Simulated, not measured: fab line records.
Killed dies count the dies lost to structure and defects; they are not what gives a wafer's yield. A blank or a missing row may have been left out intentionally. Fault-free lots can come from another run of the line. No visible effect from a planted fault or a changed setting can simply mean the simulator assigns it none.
Problem report in the 8D (eight disciplines) form, filled by code / flow n5_finfet / the parts of the form that need people (team, actions taken, sign-off) are left out

1. THE ISSUE
At N5_FIN_SAQP_INSPECT_18, raw_defect_count averages 1217 over 6 wafers from 2 lots, while fault-free wafers read 473, standard deviation 120. That is +6.2 standard deviations from the usual mean.
The step: inspects for defects (brightfield).
Earliest sighting: wafer L655.1 on defect_inspect-02 at day 4 05:11. The record holds 25 wafers of 9 lots with a number at this step. Rule for "out", or "out of limits": more than 4 standard deviations from the usual mean. The other wafers with a number count as sound.

2. WHAT THIS IS AND IS NOT
question=which readings at this step | is=raw_defect_count | is not=-
question=which lots | is=L655, L658 | is not=L649, L651, L657, L661, L662, L667, L669
question=which wafers of those lots | is=all that have a number | is not=-
question=read on which gauges | is=defect_inspect-02 | is not=defect_inspect-01
question=when | is=from day 4 05:11 | is not=up to then (6 sound wafers); but 13 sound wafers of L657, L661, L662, L667, L669 came after

3. SUSPECTS, AND WHAT RULES EACH OUT
Counting: a tool at any process step up to the reading remains a suspect when it ran all the lots that are out and ran no sound lot after the first of those.
- ruled out: the gauge at N5_FIN_SAQP_INSPECT_18. All the wafers that are out were read on defect_inspect-02, but those of them that N5_PASSIVATION_PROBE_49 has rows for are out there too, on other tools.
- pecvd-01 at N5_FIN_SAQP_PECVD_48 (deposits SiNx from SiH4/NH3/N2, target thk 25 nm, time 22.1 s): kept. All lots that are out passed through it, beginning with L655 at day 4 04:38, and no sound lot followed; its final sound lot before that point was L651 at day 3 02:43.
After counting, what remains is pecvd-01 at N5_FIN_SAQP_PECVD_48.

4. THE CAUSE (what the simulator had put in)
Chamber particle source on pecvd-01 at N5_FIN_SAQP_PECVD_48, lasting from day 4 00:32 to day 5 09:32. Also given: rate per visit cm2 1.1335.
Counting left only this tool.

5. THE EFFECT CHAIN, in route order
One row per reading whose mean, taken over the struck wafers that have a number, lies over 3 standard deviations from the usual. Only readings whose record carries a usual standard deviation are examined. hours: median over the lots of the time between each lot's start at the first step of this table that gives one and its start at this step. sigmas: the change, counted in usual standard deviations.
hours=0; step=N5_FIN_SAQP_INSPECT_18; reading=raw_defect_count; usual=473; on struck wafers=1217; change=+744; sigmas=+6.2
hours=6; step=N5_FIN_SAQP_INSPECT_40; reading=raw_defect_count; usual=248; on struck wafers=992; change=+744; sigmas=+9.0
hours=6; step=N5_FIN_CUT_INSPECT_10; reading=raw_defect_count; usual=45; on struck wafers=772; change=+727; sigmas=+48
hours=254; step=N5_PASSIVATION_PROBE_49; reading=defect_limited_yield; usual=91.1 %; on struck wafers=83.5; change=-7.6; sigmas=-5.4
hours=254; step=N5_PASSIVATION_PROBE_49; reading=killed_at_front_end; usual=39; on struck wafers=144; change=+105; sigmas=+9.6
hours=254; step=N5_PASSIVATION_PROBE_49; reading=killed_dies; usual=105; on struck wafers=195; change=+90; sigmas=+5.3
hours=254; step=N5_PASSIVATION_PROBE_49; reading=sort_bin_5_function; usual=5.3 %; on struck wafers=10.0; change=+4.7; sigmas=+4.7
hours=254; step=N5_PASSIVATION_PROBE_49; reading=sort_n_pass; usual=1075; on struck wafers=985; change=-90; sigmas=-5.3
hours=254; step=N5_PASSIVATION_PROBE_49; reading=sort_yield_pct; usual=91.1 %; on struck wafers=83.5; change=-7.6; sigmas=-5.4
Here are the process steps it includes:
- N5_PASSIVATION_PROBE_49
Later measuring or inspecting steps at which every struck wafer that the step has a row for has a number for every such reading, and none has moved that far: N5_BEOL_M4_RC_MEAS_101.

6. WHAT WOULD HAVE CAUGHT IT SOONER
5 hours passed between the start of the fault at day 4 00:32 and the first reading out of limits at a measuring or inspecting step in this record, taken at day 4 05:11.
Tool readings at N5_FIN_SAQP_PECVD_48 with a usual standard deviation given in the record: none out on any struck wafer, hence no alarm at a limit of 4 standard deviations on them.
Of the lots that are out (2), L658 began N5_FIN_SAQP_PECVD_48 on pecvd-01 after day 4 05:11. A hold on the tool at that time would have spared it.
